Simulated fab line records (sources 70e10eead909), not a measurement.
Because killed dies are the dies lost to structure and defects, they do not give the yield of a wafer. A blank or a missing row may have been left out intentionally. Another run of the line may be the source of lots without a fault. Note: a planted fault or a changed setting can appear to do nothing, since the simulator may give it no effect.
Which tool did it?	flow nand_harc	24 lots, 72 wafers sampled, at 4 steps of a route of 1302

== WHAT THE GAUGES SHOWED, per wafer ==
NHARC_A_START_INSPECT_01. Usual: raw_defect_count 3.5, standard deviation 2.
lot	measured	on	raw_defect_count	flag
L074	day 7 01:14	defect_inspect-01	5 5 2	
L076	day 7 16:56	defect_inspect-01	5 4 2	
L075	day 7 17:34	defect_inspect-01	6 4 2	
L077	day 7 22:49	defect_inspect-02	3 3 3	
L078	day 8 11:49	defect_inspect-01	2 3 1	
L079	day 8 19:06	defect_inspect-02	1 7 3	
L080	day 9 02:48	defect_inspect-02	3 6 1	
L081	day 9 14:04	defect_inspect-02	2 4 2	
L082	day 10 02:38	defect_inspect-02	2 2 4	
L083	day 10 10:00	defect_inspect-02	1 2 6	
L084	day 11 00:22	defect_inspect-01	4 6 5	
L085	day 11 04:34	defect_inspect-01	2 3 2	
L086	day 11 18:10	defect_inspect-02	2 3 4	
L087	day 12 02:21	defect_inspect-02	4 5 2	
L088	day 12 19:56	defect_inspect-01	6 3 1	
L089	day 12 21:14	defect_inspect-01	1 2 2	
L090	day 13 10:50	defect_inspect-01	3 5 2	
L091	day 13 11:51	defect_inspect-01	3 1 8	
L092	day 14 20:52	defect_inspect-02	6 6 5	
L093	day 14 21:16	defect_inspect-01	7 0 5	
L094	day 15 03:07	defect_inspect-02	3 6 1	
L095	day 15 15:32	defect_inspect-01	3 3 4	
L096	day 16 01:07	defect_inspect-02	1 2 4	
L097	day 16 09:12	defect_inspect-02	3 3 3	

NHARC_A_ZERO_WELL_INSPECT_17. Usual: raw_defect_count 11, standard deviation 5.7.
lot	measured	on	raw_defect_count	flag
L074	day 7 03:24	defect_inspect-02	8 8 10	
L076	day 7 19:19	defect_inspect-02	11 11 8	
L075	day 7 19:53	defect_inspect-01	3 13 23	
L077	day 8 01:06	defect_inspect-01	9 10 6	
L078	day 8 13:59	defect_inspect-02	5 4 5	
L079	day 8 21:27	defect_inspect-02	3 7 8	
L080	day 9 05:11	defect_inspect-01	11 13 6	
L081	day 9 16:23	defect_inspect-01	15 4 8	
L082	day 10 04:56	defect_inspect-01	6 7 5	
L083	day 10 12:19	defect_inspect-01	9 7 11	
L084	day 11 02:43	defect_inspect-02	10 15 10	
L085	day 11 06:54	defect_inspect-02	10 10 7	
L086	day 11 20:28	defect_inspect-01	5 13 7	
L087	day 12 04:40	defect_inspect-02	10 7 7	
L088	day 12 22:24	defect_inspect-02	21 14 7	
L089	day 12 23:32	defect_inspect-02	18 13 16	
L090	day 13 13:02	defect_inspect-02	12 6 8	
L091	day 13 14:13	defect_inspect-02	5 9 10	
L092	day 14 23:23	defect_inspect-02	7 19 20	
L093	day 15 00:49	defect_inspect-01	10 2 9	
L094	day 15 05:36	defect_inspect-01	28 13 16	
L095	day 15 17:43	defect_inspect-01	6 13 6	
L096	day 16 03:18	defect_inspect-02	22 26 28	
L097	day 16 12:00	defect_inspect-01	5 14 7	

NHARC_A_ONON_D1_THK_MEAS_24: measures by ellipsometry. Usual: thk_nm 1004 nm, standard deviation 11.
lot	measured	on	thk_nm (nm)	flag
L074	day 8 12:37	film_metro-02	1016 1015 1014	
L076	day 9 06:01	film_metro-02	996 997 997	
L075	day 9 06:22	film_metro-02	981 981 981	
L077	day 9 11:05	film_metro-01	1011 1013 1013	
L078	day 9 22:23	film_metro-01	998 996 997	
L079	day 10 08:31	film_metro-02	999 998 998	
L080	day 10 14:45	film_metro-01	999 998 1000	
L081	day 11 03:13	film_metro-02	1008 1006 1007	
L082	day 11 13:46	film_metro-01	999 999 997	
L083	day 11 20:37	film_metro-02	1002 1003 1000	
L084	day 12 10:44	film_metro-01	984 987 987	
L085	day 12 16:20	film_metro-01	1011 1010 1010	
L086	day 13 07:25	film_metro-02	1024 1024 1026	
L087	day 13 12:23	film_metro-01	1003 1003 1004	
L088	day 14 11:13	film_metro-02	993 992 994	
L089	day 14 11:21	film_metro-01	991 991 991	
L090	day 14 21:44	film_metro-02	1005 1006 1007	
L091	day 14 21:44	film_metro-01	1022 1020 1023	
L092	day 16 07:32	film_metro-01	999 999 1000	
L093	day 16 07:24	film_metro-02	1010 1009 1010	
L094	day 16 16:41	film_metro-01	1011 1009 1010	
L095	day 17 04:46	film_metro-02	1018 1018 1020	
L096	day 17 11:56	film_metro-01	1004 1004 1005	
L097	day 18 01:10	film_metro-01	1006 1007 1008	

== WHAT TOOL EACH LOT RAN ON (gives the tool, then ch and the chambers of the sampled wafers, and finally the start) ==
lot	NHARC_A_ZERO_WELL_DESCUM_12
L074	rie_diel-08 ch 0,1,2, day 7 02:07
L076	rie_diel-04 ch 0,2,3, day 7 17:57
L075	rie_diel-13 ch 0,1,3, day 7 18:35
L077	rie_diel-04 ch 0,2,3, day 7 23:43
L078	rie_diel-08 ch 0,1,3, day 8 12:41
L079	rie_diel-13 ch 1,2,3, day 8 20:06
L080	rie_diel-04 ch 0,3, day 9 03:47
L081	rie_diel-08 ch 0,1, day 9 15:03
L082	rie_diel-08 ch 0,1,3, day 10 03:38
L083	rie_diel-04 ch 0,1,3, day 10 11:00
L084	rie_diel-04 ch 0,2,3, day 11 01:22
L085	rie_diel-04 ch 0,3, day 11 05:34
L086	rie_diel-13 ch 0,1,3, day 11 19:10
L087	rie_diel-08 ch 0,3, day 12 03:23
L088	rie_diel-08 ch 1,2, day 12 20:56
L089	rie_diel-08 ch 0,1,2, day 12 22:14
L090	rie_diel-08 ch 1,2, day 13 11:43
L091	rie_diel-08 ch 1,2, day 13 12:51
L092	rie_diel-08 ch 0,1,3, day 14 21:53
L093	rie_diel-13 ch 2,3, day 14 22:20
L094	rie_diel-08 ch 0,2,3, day 15 04:07
L095	rie_diel-08 ch 1,2, day 15 16:25
L096	rie_diel-08 ch 0,3, day 16 02:00
L097	rie_diel-04 ch 2,3, day 16 10:41
- NHARC_A_ZERO_WELL_DESCUM_12: chemistry O2, time 3 s.

== WHAT THE TOOLS THEMSELVES READ (means of the sampled wafers that have a number; where no wafer has one, the mark that the record gives instead) ==
NHARC_A_ZERO_WELL_DESCUM_12. Usual: drypump_motor_current_A 5.66 A, standard deviation 0.29; oes_product_au 1.001 a.u., standard deviation 0.0078; rf_vpp_V 57.7 V, standard deviation 0.83; showerhead_plenum_p_Torr 1.88 Torr, standard deviation 0.067; throttle_valve_pct 11.310 %, standard deviation 0.0089.
lot	tool	drypump_motor_current_A (A)	oes_product_au (a.u.)	rf_vpp_V (V)	showerhead_plenum_p_Torr (Torr)	throttle_valve_pct (%)	flag
L074	rie_diel-08	5.53	1.001	57.7	1.85	11.309	
L076	rie_diel-04	5.95	1.001	57.4	1.89	11.296	
L075	rie_diel-13	5.78	1.000	58.1	1.89	11.314	
L077	rie_diel-04	5.93	0.997	57.8	1.88	11.310	
L078	rie_diel-08	5.41	0.995	57.6	1.84	11.314	
L079	rie_diel-13	6.05	0.998	58.2	1.96	11.313	
L080	rie_diel-04	5.79	1.005	57.9	1.90	11.311	
L081	rie_diel-08	5.39	1.006	58.2	1.84	11.304	
L082	rie_diel-08	5.43	1.013	57.9	1.84	11.314	
L083	rie_diel-04	5.75	1.003	57.7	1.93	11.309	
L084	rie_diel-04	5.94	1.000	57.7	1.88	11.310	
L085	rie_diel-04	5.79	1.007	57.8	1.94	11.313	
L086	rie_diel-13	5.77	1.006	57.0	1.88	11.303	
L087	rie_diel-08	5.33	1.000	57.9	1.86	11.308	
L088	rie_diel-08	5.67	1.002	58.3	1.86	11.310	
L089	rie_diel-08	5.52	1.011	57.7	1.85	11.315	
L090	rie_diel-08	5.65	1.001	58.2	1.83	11.305	
L091	rie_diel-08	5.63	1.000	57.8	1.83	11.300	
L092	rie_diel-08	5.42	1.006	56.9	1.84	11.311	
L093	rie_diel-13	6.26	0.999	58.6	1.99	11.311	
L094	rie_diel-08	5.45	1.000	57.1	1.88	11.310	
L095	rie_diel-08	5.67	1.001	57.3	1.86	11.310	
L096	rie_diel-08	5.35	0.989	57.8	1.86	11.314	
L097	rie_diel-04	6.06	0.998	57.2	1.86	11.315	

== THE ANSWER, worked out from the rows above alone ==
Rule: lot off if the mean of its wafers having a number is beyond 3 standard deviations from the usual mean. Also off: a lot with no number at a reading for which 4 or more lots have one. All remaining lots with rows at the step are treated as sound. Order of review: gauges by route order, followed by the tools' own readings, for which a lot's mean as printed above is used. At the first step where some lot is off, the reading lying furthest off is the one used; lots without a number count as furthest.
None of the lots is off at any reading shown; this tells nothing.

== WHAT HAD BEEN PUT IN BY THE SIMULATOR ==
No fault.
